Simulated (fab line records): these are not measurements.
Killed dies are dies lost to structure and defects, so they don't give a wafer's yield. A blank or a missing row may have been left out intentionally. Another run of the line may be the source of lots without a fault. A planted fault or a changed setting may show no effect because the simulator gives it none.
A struck lot beside a sound one + flow nand_harc + 41 out of 1302 route steps
Sound: the wafers L837.1, L837.2, L837.6. Struck: wafers L849.1, L849.2, L849.5. Last of all comes the cause.
For every step that has rows: the tool of each side, followed by ch and its chambers, followed by its first start. Under that, the readings that differ: sound wafers + struck wafers + difference of the means + sigmas: that difference in standard deviations of wafers without a fault.
alike: a reading whose means differ by less than 2 such deviations, as well as words and numbers matching on both sides. not compared: withheld readings; readings where some wafer has no value; bounds like >300 that might hide an equal value; numbers whose values overlap and for which the record gives no deviation.
Wherever a step has rows on one side only, a row that says differs or no value, or a row with sigmas, the two part there. When numbers do not overlap yet have no deviation, they are printed without sigmas and do not part them. A reading that every wafer of one side lacks parts them only if that side has two wafers or more.

first, 6 steps without rows for these wafers: NHARC_A_CONTACT_COAT_02 (resist thk 90 nm); NHARC_A_CONTACT_SOFTBAKE_03 (time 55 s); NHARC_A_CONTACT_EBR_04; NHARC_A_CONTACT_EXPOSE_05 (exposes mask A CC); NHARC_A_CONTACT_PEB_06 (peb time 65 s); NHARC_A_CONTACT_DEVELOP_07 (develop time 35 s).
NHARC_A_CONTACT_CD_MEAS_08: target cd 200 nm.
  sound on cd_sem-01 ch 0, day 23 20:33; struck on cd_sem-02 ch 0, day 28 15:05
  alike: cd_nm
NHARC_A_CONTACT_OVL_MEAS_09:
  sound on overlay-01 at day 23 20:38; struck on overlay-01 at day 28 15:10
  alike: overlay_x_nm, overlay_y_nm
NHARC_A_CONTACT_INSPECT_10:
  sound on defect_inspect-02 at day 23 20:40; struck on defect_inspect-01 at day 28 15:12
  alike: raw_defect_count
then, 1 step without rows for these wafers: NHARC_A_CONTACT_DESCUM_13 (chemistry O2, time 3 s).
NHARC_A_CONTACT_ETCH_88: etches the open film in CF4, target depth 39 nm, time 65 s.
  sound on rie_diel-10 ch 0,1,2, day 23 20:50; struck on rie_diel-10 ch 0,2, day 28 15:21
  alike: bias_w, drypump_motor_current_A, oes_product_au, rf_vpp_V, showerhead_plenum_p_Torr, throttle_valve_pct
  not compared: rf_hours_counter_h
then, 1 step without rows for these wafers: NHARC_A_CONTACT_ETCH_89 (etches the open film in N2/H2, target depth 260 nm, time 475.3 s).
NHARC_A_CONTACT_ETCH_30: etches the open film in CF4/CHF3, target depth 72.6 nm, time 36.3 s.
  sound on rie_diel-10 ch 0,1,2, day 23 21:16; struck on rie_diel-10 ch 1,2,3, day 28 15:48
  alike: bias_w, drypump_motor_current_A, oes_product_au, rf_vpp_V, showerhead_plenum_p_Torr, throttle_valve_pct
  not compared: rf_hours_counter_h
then, 3 steps without rows for these wafers: NHARC_A_CONTACT_ETCH_31 (etches the open film in O2/COS, target depth 2800 nm, time 728 s); NHARC_A_CONTACT_ETCH_134 (etches the open film in C4F8/O2/Ar, time 140 s, target depth 700 nm); NHARC_A_CONTACT_ETCH_135 (etches the open film in C4F8/O2/Ar, time 311 s, target depth 1912 nm).
NHARC_A_CONTACT_ETCH_136: etches the open film in C4F8/O2/Ar, time 311 s, target depth 1912 nm.
  sound on har_cap_etch-02 ch 0,1, day 23 22:20; struck on har_cap_etch-01 ch 0,1, day 28 16:52
  not compared: rf_hours_counter_h
then, 3 steps without rows for these wafers: NHARC_A_CONTACT_ETCH_137 (etches the open film in C4F8/O2/Ar, time 311 s, target depth 1912 nm); NHARC_A_CONTACT_ETCH_138 (etches the open film in C4F8/O2/Ar, time 311 s, target depth 1914 nm); NHARC_A_CONTACT_ETCH_139 (etches the open film in C4F8/O2/Ar, time 195 s, target depth 840 nm).
NHARC_A_CONTACT_ETCH_92: etches the open film in CH3F/O2, target depth 40 nm, time 85.7 s.
  sound on rie_diel-01 ch 0,1,2, day 23 23:43; struck on rie_diel-10 ch 0,3, day 28 18:15
  alike: bias_w, drypump_motor_current_A, oes_product_au, rf_vpp_V, showerhead_plenum_p_Torr, throttle_valve_pct
  not compared: rf_hours_counter_h
then, 1 step without rows for these wafers: NHARC_A_CONTACT_ETCH_98 (etches the open film in C4F6/O2, target depth 20 nm, time 10 s).
NHARC_A_CONTACT_CD_MEAS_15:
  sound on cd_sem-01 at day 23 23:56; struck on cd_sem-02 at day 28 18:28
  alike: cd_nm
then, 4 steps without rows for these wafers: NHARC_A_CONTACT_STRIP_107 (strips in N2/H2); NHARC_A_CONTACT_STRIP_108 (strips in CF4/CHF3); NHARC_A_CONTACT_STRIP_109 (strips in O2/COS); NHARC_A_CONTACT_ETCH_110 (etches the open film in CF4/O2, target depth 60 nm, overetch 6 nm, time 33 s).
NHARC_A_CONTACT_STRIP_26: strips in O2.
  sound on rie_diel-01 ch 0,3; struck on rie_diel-10 ch 0,1,2
  alike: drypump_motor_current_A, oes_product_au, rf_vpp_V, showerhead_plenum_p_Torr, throttle_valve_pct
  not compared: rf_hours_counter_h
then, 3 steps without rows for these wafers: NHARC_A_CONTACT_STRIP_27 (strips in post etch residue remover, time 600 s); NHARC_A_CONTACT_ALD_18 (deposits TiN, target thk 3 nm, pulse time 1 s, ald cycles 150); NHARC_A_CONTACT_CVD_19 (deposits W, target thk 300 nm, time 802 s).
NHARC_A_CONTACT_CMP_20: polishes, t overpolish 30 s, target thk 300 nm.
  sound on cmp-04 ch 0,1,2, day 24 01:59; struck on cmp-02 ch 1,3, day 28 20:32
  alike: motor_current_A, overpolish_run_s, slurry_filter_dp_kPa, time_to_endpoint_s
then, 8 steps without rows for these wafers: NHARC_A_CONTACT_SRD_22; NHARC_A_BLC_DEHYDRATE_00 (time 120 s); NHARC_A_BLC_HMDS_01 (time 30 s); NHARC_A_BLC_COAT_02 (time 75 s); NHARC_A_BLC_COAT_03 (time 65 s); NHARC_A_BLC_COAT_04 (resist thk 90 nm); NHARC_A_BLC_SOFTBAKE_05 (time 55 s); NHARC_A_BLC_EBR_06.
NHARC_END_SORT_01:
  only the struck wafers appear in the record here, on prober-02 ch 0 at day 30 18:15; the sound ones have no rows

== WHERE THEY PART ==
Only at NHARC_END_SORT_01, as far as this record shows.

WHY: whatever the simulator had introduced
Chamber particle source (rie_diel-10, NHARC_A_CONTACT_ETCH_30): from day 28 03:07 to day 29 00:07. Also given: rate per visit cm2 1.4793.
